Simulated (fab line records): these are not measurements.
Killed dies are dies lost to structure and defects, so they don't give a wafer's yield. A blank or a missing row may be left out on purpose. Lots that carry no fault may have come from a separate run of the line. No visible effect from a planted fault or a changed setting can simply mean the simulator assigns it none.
fab line records	flow n5Finfet
record: lots: 14	wafers: 41	lastDay: 19
route steps=1938 shown BEOL_M15@1828 MIM_TOP@1838 MIM_TOP_LITHO@1844
lots that met no fault: from a run of the same line without faults
startH: the number of hours between the record's first day and the start of the first shown wafer of the lot	waitH: time in hours since the lot's previous step	" as in the row above	L1.1+2: several wafers, shown together as one row	- no value, or no start given	* or withheld: withheld	< > ~ a bound
route shown NAME@n: a module of which the file shows steps, and the number in the route of the first	usual: mean/standard deviation taken from wafers without a fault	same: alike in all rows	chamber/n: place in a boat	sites: each site's reading	_std_site: standard deviation across them	_edge_site: mean of outer sites minus mean of inner sites	radiusMm: for every site, how far away it sits from the centre of the wafer	mask NAME#n: copy n	behind: the tool/chamber that last shaped the wafer	hold: why the lot went on hold/how many hours it stayed there/how the hold came to an end	device: the n, p or np transistor that did not switch	end of line: tests run on the same wafers once the route is complete	a step without rows: its recipe alone	killed: at the first sort, the dies lost to defects and structure; wafer yield is something else	map: a wafer's dies, x killed, . not, _ none there
set.NAME: the setting as run; set.NAME@STEP: as run at that earlier step	model.NAME: the simulator's own value behind a step, which no gauge read
steps of the route over a sample of lots; a table a step, a row a wafer
services: when a tool's chamber went out of use (startH, in hours from the record's first day, below 0 if earlier), for how many hours, and the reason
== steps ==
step: N5_BEOL_M15_RS_MEAS_54
recipe: thkMeasGauge: four-point-probe	reads: Cu_of_BEOL_M15_ECD_47+Ta_of_BEOL_M15_SPUTTER_44+TaN_of_BEOL_M15_SPUTTER_43
usual: M15_RS: 0.0217/0.00043
lot.wafer	tool	chamber	startH	waitH	M15_RS[ohm/sq]
L954.1	filmMetro-01	-	276.99	0.0	0.0213
L954.2	"	-	"	"	0.0214
L954.6	"	-	"	"	0.0214
L955.3	filmMetro-02	-	290.07	0.1	0.0219
L955.6	"	-	"	"	0.0218
L959.2	filmMetro-02	-	302.80	0.1	0.0215
L959.5	"	-	"	"	0.0218
L959.6	"	-	"	"	0.0226
L958.1	filmMetro-02	-	323.64	0.0	0.0218
L958.4	"	-	"	"	0.0223
L958.6	"	-	"	"	0.0214
L960.1	filmMetro-02	-	330.87	0.0	0.0212
L960.3	"	-	"	"	0.0220
L960.6	"	-	"	"	0.0213
L963.1	filmMetro-01	-	350.30	0.0	0.0216
L963.5	"	-	"	"	0.0218
L963.6	"	-	"	"	0.0218
L965.1	filmMetro-01	-	363.74	0.0	0.0218
L965.2	"	-	"	"	0.0215
L965.4	"	-	"	"	0.0208
L967.2	filmMetro-02	-	372.15	0.1	0.0221
L967.3	"	-	"	"	0.0220
L967.5	"	-	"	"	0.0220
L968.1	filmMetro-01	-	387.35	0.1	0.0215
L968.3	"	-	"	"	0.0210
L968.4	"	-	"	"	0.0214
L966.1	filmMetro-01	-	397.43	0.0	0.0217
L966.5	"	-	"	"	0.0216
L966.6	"	-	"	"	0.0216
L973.1	filmMetro-02	-	420.07	0.0	0.0218
L973.2	"	-	"	"	0.0215
L973.3	"	-	"	"	0.0216
L974.1	filmMetro-01	-	420.89	0.0	0.0216
L974.3	"	-	"	"	0.0210
L974.5	"	-	"	"	0.0216
L975.1	filmMetro-01	-	432.01	0.0	0.0221
L975.5	"	-	"	"	0.0216
L975.6	"	-	"	"	0.0221
L976.1	filmMetro-01	-	450.75	0.0	0.0213
L976.3	"	-	"	"	0.0214
L976.5	"	-	"	"	0.0216
step: N5_MIM_TOP_SPUTTER_03
recipe: material: TiN	targetThkA: 350	tempC: 200	powerW: 3000	chamberPressurePa: 0.49996	gas: Ar	reactivePartialPa: 0.37997	timeS: 89.7
usual: substrateTempC: 199.98/0.17	throttleValvePct: 30.4/1.3
lot.wafer	tool	chamber	startH	waitH	substrateTempC	throttleValvePct
L954.1	pvdSputter-02	-	279.25	0.0	200.24	28.6
L954.2	"	-	"	"	199.99	29.3
L954.6	"	-	"	"	199.98	29.3
L955.3	pvdSputter-03	-	297.40	0.0	199.86	30.8
L955.6	"	-	"	"	199.84	30.9
L959.2	pvdSputter-02	-	307.66	0.0	200.04	29.5
L959.5	"	-	"	"	200.11	29.9
L959.6	"	-	"	"	200.41	28.2
L958.1	pvdSputter-02	-	329.07	0.0	200.00	29.3
L958.4	"	-	"	"	199.88	30.4
L958.6	"	-	"	"	200.19	28.2
L960.1	pvdSputter-03	-	333.13	0.0	200.07	30.7
L960.3	"	-	"	"	199.94	29.1
L960.6	"	-	"	"	199.92	30.8
L963.1	pvdSputter-03	-	356.20	0.0	200.16	29.2
L963.5	"	-	"	"	199.85	30.8
L963.6	"	-	"	"	200.07	29.3
L965.1	pvdSputter-02	-	365.79	0.0	199.99	31.5
L965.2	"	-	"	"	200.05	28.4
L965.4	"	-	"	"	199.98	29.3
L967.2	pvdSputter-03	-	379.89	0.0	200.09	31.0
L967.3	"	-	"	"	199.84	30.6
L967.5	"	-	"	"	199.91	29.0
L968.1	pvdSputter-01	-	391.63	0.0	199.95	29.7
L968.3	"	-	"	"	199.69	31.5
L968.4	"	-	"	"	199.87	30.6
L966.1	pvdSputter-01	-	399.95	0.0	199.91	29.5
L966.5	"	-	"	"	199.70	33.1
L966.6	"	-	"	"	199.93	31.5
L973.1	pvdSputter-01	-	423.10	0.0	200.10	29.9
L973.2	"	-	"	"	199.95	31.6
L973.3	"	-	"	"	199.74	32.9
L974.1	pvdSputter-02	-	423.23	0.0	200.09	30.1
L974.3	"	-	"	"	199.68	29.5
L974.5	"	-	"	"	199.85	28.3
L975.1	pvdSputter-02	-	435.25	0.0	199.99	31.7
L975.5	"	-	"	"	199.94	28.6
L975.6	"	-	"	"	199.97	29.8
L976.1	pvdSputter-01	-	454.50	0.0	200.08	31.4
L976.3	"	-	"	"	200.08	33.0
L976.5	"	-	"	"	200.22	32.9
step: N5_MIM_TOP_LITHO_PEB_06
recipe: pebTempC: withheld	pebTimeS: *
usual: chillPlateTempC: *	exhaustPa: 45.2/0.9	resistLineTempC: *
lot.wafer	tool	chamber	startH	waitH	chillPlateTempC	exhaustPa	resistLineTempC
L954.1	lithoTrack-02	0	279.64	0.1	*	45.5	*
L954.2	"	0	"	"	*	45.1	*
L954.6	"	0	"	"	*	44.7	*
L955.3	lithoTrack-01	0	297.67	0.0	*	45.2	*
L955.6	"	0	"	"	*	45.7	*
L959.2	lithoTrack-04	0	308.05	0.0	*	44.9	*
L959.5	"	0	"	"	*	44.6	*
L959.6	"	0	"	"	*	46.2	*
L958.1	lithoTrack-04	0	329.47	0.1	*	46.5	*
L958.4	"	0	"	"	*	46.5	*
L958.6	"	0	"	"	*	45.4	*
L960.1	lithoTrack-04	0	333.52	0.1	*	45.6	*
L960.3	"	0	"	"	*	46.3	*
L960.6	"	0	"	"	*	45.3	*
L963.1	lithoTrack-04	0	356.47	0.1	*	45.0	*
L963.5	"	0	"	"	*	44.7	*
L963.6	"	0	"	"	*	44.3	*
L965.1	lithoTrack-02	0	366.18	0.1	*	46.3	*
L965.2	"	0	"	"	*	47.3	*
L965.4	"	0	"	"	*	47.0	*
L967.2	lithoTrack-02	0	380.29	0.0	*	46.5	*
L967.3	"	0	"	"	*	46.2	*
L967.5	"	0	"	"	*	45.8	*
L968.1	lithoTrack-02	0	391.90	0.1	*	44.8	*
L968.3	"	0	"	"	*	43.8	*
L968.4	"	0	"	"	*	44.1	*
L966.1	lithoTrack-04	0	400.22	0.1	*	45.5	*
L966.5	"	0	"	"	*	45.7	*
L966.6	"	0	"	"	*	44.3	*
L973.1	lithoTrack-04	-	423.50	0.1	-	-	-
L973.2	"	-	"	"	-	-	-
L973.3	"	-	"	"	-	-	-
L974.1	lithoTrack-02	-	423.66	0.1	-	-	-
L974.3	"	-	"	"	-	-	-
L974.5	"	-	"	"	-	-	-
L975.1	lithoTrack-01	0	435.64	0.1	*	45.5	*
L975.5	"	0	"	"	*	44.8	*
L975.6	"	0	"	"	*	44.1	*
L976.1	lithoTrack-02	0	454.90	0.1	*	46.4	*
L976.3	"	0	"	"	*	46.4	*
L976.5	"	0	"	"	*	45.3	*
step: N5_MIM_TOP_LITHO_OVL_MEAS_11
recipe: pointsPerWafer: 44
usual: MIM_TOP_OVL: 1/5.4
lot.wafer	tool	chamber	startH	waitH	MIM_TOP_OVL[nm]
L954.1	overlay-02	0	279.79	0.0	-6
L954.2	"	0	"	"	-1
L954.6	"	0	"	"	3
L955.3	overlay-01	0	297.82	0.0	2
L955.6	"	0	"	"	9
L959.2	overlay-02	0	308.21	0.0	8
L959.5	"	0	"	"	8
L959.6	"	0	"	"	11
L958.1	overlay-02	0	329.62	0.0	1
L958.4	"	0	"	"	-3
L958.6	"	0	"	"	-5
L960.1	overlay-01	0	333.67	0.0	-12
L960.3	"	0	"	"	3
L960.6	"	0	"	"	-6
L963.1	overlay-02	0	356.62	0.0	3
L963.5	"	0	"	"	2
L963.6	"	0	"	"	-5
L965.1	overlay-02	0	366.34	0.0	7
L965.2	"	0	"	"	10
L965.4	"	0	"	"	5
L967.2	overlay-01	0	380.43	0.0	3
L967.3	"	0	"	"	1
L967.5	"	0	"	"	1
L968.1	overlay-01	0	392.05	0.0	2
L968.3	"	0	"	"	4
L968.4	"	0	"	"	-4
L966.1	overlay-01	0	400.37	0.0	-12
L966.5	"	0	"	"	-7
L966.6	"	0	"	"	-5
L973.1	overlay-02	0	423.65	0.0	-
L973.2	"	0	"	"	-
L973.3	"	0	"	"	-
L974.1	overlay-01	0	423.81	0.0	-
L974.3	"	0	"	"	-
L974.5	"	0	"	"	-
L975.1	overlay-01	0	435.79	0.0	6
L975.5	"	0	"	"	5
L975.6	"	0	"	"	9
L976.1	overlay-02	0	455.05	0.0	-3
L976.3	"	0	"	"	0
L976.5	"	0	"	"	4
== services ==
tool	chamber	startH	hours	kind
lithoTrack-04	-	263.68	-	consumableReplace:filter
pvdSputter-01	-	264.67	2.1	repair
== key ==
firstSign: step: N5_MIM_TOP_LITHO_PEB_06	reading: toolRecord	direction: missing
effect none on later readings
metAt N5_MIM_TOP_LITHO_PEB_06
struckLots L973,L974
laterRowsLeftOut L973.1,L973.2,L973.3,L974.1,L974.3,L974.5
sortLeftOut L973.1,L973.2,L973.3,L974.1,L974.3,L974.5
notActingAt N5_BEOL_M15_RS_MEAS_54,N5_MIM_TOP_SPUTTER_03,N5_MIM_TOP_LITHO_OVL_MEAS_11
onsetBetween 400.22 423.50
fault: kind: skippedStepWhole	tool: lithoTrack-02,lithoTrack-04	chamber: -	onsetH: 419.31	steps: N5_MIM_TOP_LITHO_PEB_06	scope: struckLotsOnly
sortLeftOut: the simulated sort isn't trusted on such a fault, so these wafers' sort isn't shown, and their yield isn't known
laterRowsLeftOut: the simulator's readings of these wafers behind a module that went badly wrong aren't trusted and aren't shown, but for the sort
